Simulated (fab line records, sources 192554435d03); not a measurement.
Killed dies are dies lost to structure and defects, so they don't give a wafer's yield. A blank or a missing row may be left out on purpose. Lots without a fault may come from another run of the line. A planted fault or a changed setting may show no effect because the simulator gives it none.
Split-lot experiment | flow n5_finfet | 7 lots, 39 wafers read, on a route of 1938 steps

THE SPLIT
At N5_FIN_SAQP_MANDREL_ETCH_22 (etches a-Si in HBr/Cl2, stops on SiNx, target depth 60 nm, bt time 10 s, time 30 s), the setting target_depth_a was moved away from the recipe's 600 angstrom on 15 of the 39 wafers read, by -10.7% to -4.2%. The other wafers ran this setting at the recipe's value.

The reading is taken at the split's own step.

THE READING
SOC_of_FIN_SAQP_COAT_49.thk_nm (the simulator's own value, which no gauge read), in nm, at N5_FIN_SAQP_MANDREL_ETCH_22 (etches a-Si in HBr/Cl2, stops on SiNx, target depth 60 nm, bt time 10 s, time 30 s). The file gives no usual value for it. The 24 wafers here that ran the recipe average 76.26 nm, standard deviation 0.5 nm.

wafer  | tool, chamber at the split | target_depth_a as run, angstrom | against the recipe | SOC_of_FIN_SAQP_COAT_49.thk_nm, nm | against lot-mates on the recipe
L078.1 | rie_si-04, 1               | 561.3                           | -6.5%              | 77.98                              | +1.74
L078.2 | rie_si-04, 0               | 600                             | recipe             | 75.95                              | -
L078.3 | rie_si-04, 3               | 600                             | recipe             | 76.47                              | -
L078.4 | rie_si-04, 2               | 561.3                           | -6.5%              | 77.93                              | +1.69
L078.5 | rie_si-04, 0               | 561.3                           | -6.5%              | 77.86                              | +1.62
L078.6 | rie_si-04, 3               | 600                             | recipe             | 76.3                               | -
L079.1 | rie_si-01, 1               | 600                             | recipe             | 76.22                              | -
L079.2 | rie_si-01, 2               | 600                             | recipe             | 76.83                              | -
L079.3 | rie_si-01, 0               | 600                             | recipe             | 75.8                               | -
L079.4 | rie_si-01, 3               | 574.9                           | -4.2%              | 77.17                              | +0.89
L079.5 | rie_si-01, 2               | 574.9                           | -4.2%              | 77.85                              | +1.57
L079.6 | rie_si-01, 3               | 574.9                           | -4.2%              | 76.64                              | +0.36
L081.1 | rie_si-01, 0               | 600                             | recipe             | 76.18                              | -
L081.2 | rie_si-01, 3               | 535.6                           | -10.7%             | 78.44                              | +2.37
L081.3 | rie_si-01, 2               | 535.6                           | -10.7%             | 78.92                              | +2.85
L081.4 | rie_si-01, 1               | 600                             | recipe             | 76.01                              | -
L081.5 | rie_si-01, 0               | 600                             | recipe             | 76.03                              | -
L081.6 | rie_si-01, 3               | 535.6                           | -10.7%             | 78.68                              | +2.61
L084.1 | rie_si-02, 1               | 600                             | recipe             | 75.39                              | -
L084.2 | rie_si-02, 3               | 600                             | recipe             | 76.75                              | -
L084.3 | rie_si-02, 0               | 600                             | recipe             | 76.71                              | -
L084.4 | rie_si-02, 2               | 600                             | recipe             | 76.31                              | -
L084.5 | rie_si-02, 3               | 600                             | recipe             | 76.37                              | -
L084.6 | rie_si-02, 0               | 600                             | recipe             | 76.46                              | -
L085.2 | rie_si-02, 1               | 600                             | recipe             | 75.62                              | -
L085.5 | rie_si-02, 2               | 600                             | recipe             | 76.1                               | -
L085.6 | rie_si-02, 1               | 600                             | recipe             | 75.34                              | -
L087.1 | rie_si-02, 3               | 562.4                           | -6.3%              | 78.29                              | +2.04
L087.2 | rie_si-02, 1               | 562.4                           | -6.3%              | 76.99                              | +0.74
L087.3 | rie_si-02, 0               | 600                             | recipe             | 76.93                              | -
L087.4 | rie_si-02, 2               | 600                             | recipe             | 76.09                              | -
L087.5 | rie_si-02, 2               | 562.4                           | -6.3%              | 77.7                               | +1.45
L087.6 | rie_si-02, 1               | 600                             | recipe             | 75.72                              | -
L097.1 | rie_si-04, 0               | 600                             | recipe             | 76.54                              | -
L097.2 | rie_si-04, 2               | 600                             | recipe             | 76.67                              | -
L097.3 | rie_si-04, 1               | 574.6                           | -4.2%              | 78.4                               | +1.50
L097.4 | rie_si-04, 3               | 574.6                           | -4.2%              | 78.12                              | +1.22
L097.5 | rie_si-04, 1               | 600                             | recipe             | 77.5                               | -
L097.6 | rie_si-04, 0               | 574.6                           | -4.2%              | 77.71                              | +0.81

THE FIT
A straight line over all 39 wafers: SOC_of_FIN_SAQP_COAT_49.thk_nm changes by -0.241 nm for each +1% of target_depth_a; r = -0.85; the points scatter about the line by 0.52 nm.
The same after taking each lot's own level away (the mean of its wafers on the recipe; 39 wafers): -0.244 nm for each +1%; r = -0.91; scatter 0.39 nm.
On that fit, the largest move of target_depth_a shifts the reading by 2.6 nm.
The lots' own levels span 75.687 to 76.903 nm, that is 2.5 times the standard deviation above.
So the lot-to-lot level changes the slope little: the two slopes agree.
Check: with one of the wafers moved furthest among these (-10.7%) left out of the fit, the line predicts +2.68 nm for it against its lot-mates. It came out at +2.37 nm against them.

OTHER SPLITS ON THESE WAFERS
These wafers also went through other splits before the reading. Each is held against what the fit with the lots' levels taken away leaves over:
other split on the same wafers    | wafers away from the commonest value | r with SOC_of_FIN_SAQP_COAT_49.thk_nm (lot level and that fit taken away)
N5_WELL_APT_IMPLANT_14 energy_kev | 15                                   | +0.00

THE FILE'S OWN FIT
SOC_of_FIN_SAQP_COAT_49.thk_nm changes by -0.244 nm for each +1% of target_depth_a, r = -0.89.
